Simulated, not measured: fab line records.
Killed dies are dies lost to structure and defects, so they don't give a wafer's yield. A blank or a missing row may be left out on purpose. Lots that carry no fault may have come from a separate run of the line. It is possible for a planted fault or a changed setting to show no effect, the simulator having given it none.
Chamber matching || flow n5Finfet || rieDiel-02 running N5_BEOL_M4_STRIP_36: 4 sister chambers
The step strips in N2/H2. 4 wafers are shown with their chamber, then 9 later ones without.

## EACH WAFER AND ITS CHAMBER
{"wafer": "L089.5", "chamber": 1, "drypumpMotorCurrentA (A)": 5.2}
{"wafer": "L092.1", "chamber": 3, "drypumpMotorCurrentA (A)": 5.7}
{"wafer": "L092.2", "chamber": 0, "drypumpMotorCurrentA (A)": 5.8}
{"wafer": "L092.3", "chamber": 2, "drypumpMotorCurrentA (A)": 6.2}

## WAFERS WITH NO CHAMBER GIVEN
{"wafer": "L095.1", "drypumpMotorCurrentA (A)": 6.2}
{"wafer": "L095.3", "drypumpMotorCurrentA (A)": 5.2}
{"wafer": "L095.6", "drypumpMotorCurrentA (A)": 5.8}
{"wafer": "L097.1", "drypumpMotorCurrentA (A)": 5.8}
{"wafer": "L097.3", "drypumpMotorCurrentA (A)": 6.2}
{"wafer": "L097.6", "drypumpMotorCurrentA (A)": 5.3}
{"wafer": "L096.1", "drypumpMotorCurrentA (A)": 6.2}
{"wafer": "L096.4", "drypumpMotorCurrentA (A)": 5.3}
{"wafer": "L096.5", "drypumpMotorCurrentA (A)": 5.7}

## CHAMBER TAKEN BY EACH
{"wafer": "L095.1", "from the rows above": 2, "in truth": 2}
{"wafer": "L095.3", "from the rows above": 1, "in truth": 1}
{"wafer": "L095.6", "from the rows above": 0, "in truth": 0}
{"wafer": "L097.1", "from the rows above": 0, "in truth": 0}
{"wafer": "L097.3", "from the rows above": 2, "in truth": 2}
{"wafer": "L097.6", "from the rows above": 1, "in truth": 1}
{"wafer": "L096.1", "from the rows above": 2, "in truth": 2}
{"wafer": "L096.4", "from the rows above": 1, "in truth": 1}
{"wafer": "L096.5", "from the rows above": 3, "in truth": 3}
Placed correctly: 9 of 9. From these rows, 0 cannot be placed. Placed wrongly: 0.
How it was worked out, from the rows above alone: a wafer's distance from a chamber is the root of the sum, over the readings, of the square of ((its reading less the chamber's mean) divided by the reading's scatter). If the next closest chamber is less than 2 further off than the closest, the wafer can't be placed; otherwise it belongs to the closest. The mean given for a chamber averages the wafers shown for that chamber. The scatter: with one shown wafer a chamber, the root of the mean of the squares of how far each hidden wafer lies from its nearest shown one.
